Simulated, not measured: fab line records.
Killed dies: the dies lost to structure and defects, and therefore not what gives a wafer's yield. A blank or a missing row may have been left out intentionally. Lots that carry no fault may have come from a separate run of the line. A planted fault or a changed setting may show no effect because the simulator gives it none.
Chamber matching ; flow n5-finfet ; N5_MOL_CONTACT_COAG_ETCHBACK_134 on rie-diel-01 has 4 sister chambers
The step etches SiO2 in CHF3, target depth 10 nm, time 6.7 s. 4 wafers are shown with their chamber, then 8 later ones without.

WAFERS WITH THEIR CHAMBER
wafer;chamber;rf-vpp-V (V)
L086.4;2;502
L092.2;1;534
L092.5;0;535
L095.1;3;530

WAFERS WHOSE CHAMBER IS MISSING
wafer;rf-vpp-V (V)
L095.2;536
L095.3;502
L096.3;530
L096.5;535
L096.6;531
L097.1;502
L097.3;535
L097.4;502

WHICH CHAMBER EACH ONE RAN IN
wafer;from the rows above;in truth
L095.2;0;0
L095.3;2;2
L096.3;3;3
L096.5;0;0
L096.6;3;3
L097.1;2;2
L097.3;0;0
L097.4;2;2
Correctly placed: 8 of 8. Can't be placed from these rows: 0. Number placed wrongly: 0.
How it was worked out, from the rows above alone: a wafer's distance from a chamber is the root of the sum, over the readings, of the square of ((its reading less the chamber's mean) divided by the reading's scatter). The wafer belongs to the nearest chamber; if the next one is less than 2 further off, it can't be placed. Each chamber's mean is taken over the wafers shown for it. The scatter: root of mean squared gap, hidden wafer to nearest shown wafer, with one shown wafer a chamber.
